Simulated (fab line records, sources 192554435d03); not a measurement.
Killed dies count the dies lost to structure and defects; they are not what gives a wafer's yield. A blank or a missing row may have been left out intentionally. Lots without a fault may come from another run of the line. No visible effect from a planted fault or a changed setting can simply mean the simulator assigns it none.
8D (eight disciplines) problem report, filled in by code | flow n5 finfet | the parts of the form that need people (team, actions taken, sign-off) are left out

1. THE PROBLEM
Across 6 wafers from 2 lots, M5_OVL at N5_BEOL_M5_OVL_MEAS_12 averages 7.2 nm, while fault-free wafers read 0.0 nm with a standard deviation of 0.69. That is +11 standard deviations from the usual mean.
The first sign was on wafer L312.1 at day 12 02:20, on overlay-01. The record has a number at this step for 30 wafers belonging to 10 lots. The rule behind "out" and "out of limits": a value lying over 4 standard deviations away from the usual mean. The other wafers with a number count as sound.

2. WHAT IT IS, WHAT IT ISN'T
question                    | is                     | is not
which readings at this step | M5_OVL                 | -
which lots                  | L311, L312             | L296, L297, L299, L300, L303, L305, L306, L315
which wafers of those lots  | all that have a number | -
read on which gauges        | overlay-01             | overlay-02
when                        | from day 12 02:20      | up to then (21 sound wafers); but 3 sound wafers of L315 came after

3. WHAT RULES OUT EACH SUSPECT
Counting: a tool at any process step up to the reading remains a suspect when it ran all the lots that are out and ran no sound lot after the first of those.
- the gauge at N5_BEOL_M5_OVL_MEAS_12: kept. All the wafers that are out were read on overlay-01, and no step on other tools shows them out.
- euv scanner-01 at N5_BEOL_M5_EXPOSE_08 (exposes mask M5, target cd 28 nm): kept. It processed each lot that is out, first L312 at day 12 02:10, and no sound lot thereafter; up to then, the last sound lot it processed was L305 at day 10 22:09.
What counting leaves: euv scanner-01 at N5_BEOL_M5_EXPOSE_08 and overlay-01 at N5_BEOL_M5_OVL_MEAS_12.

4. THE CAUSE (what the simulator had put in)
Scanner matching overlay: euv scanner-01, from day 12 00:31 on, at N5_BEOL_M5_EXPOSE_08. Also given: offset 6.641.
This tool is one of the 2 suspects left after counting.

5. THE EFFECT CHAIN, in route order
Rows list readings where the struck wafers' mean (over those with a number) sits beyond 3 standard deviations from the usual. Scope: only readings with a usual standard deviation given in the record; hours: median across lots of the time from each lot's start at the first step in this table that gives one to its start at this step; sigmas: change in usual standard deviations.
hours | step                   | reading | usual  | on struck wafers | change | sigmas
0     | N5_BEOL_M5_OVL_MEAS_12 | M5_OVL  | 0.0 nm | 7.2              | +7.2   | +11

6. WHAT WOULD HAVE CAUGHT IT SOONER
The first out-of-limits reading at a measuring or inspecting step in this record came at day 12 02:20, 2 hours after the fault's start at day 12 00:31.
No tool reading at N5_BEOL_M5_EXPOSE_08 that has a usual standard deviation in the record was out on any struck wafer, so an alarm limit of 4 standard deviations on those readings would not have fired.
All the lots that are out (2) had begun N5_BEOL_M5_EXPOSE_08 on euv scanner-01 by day 12 02:20. Holding the tool at that point would not have protected any of them.
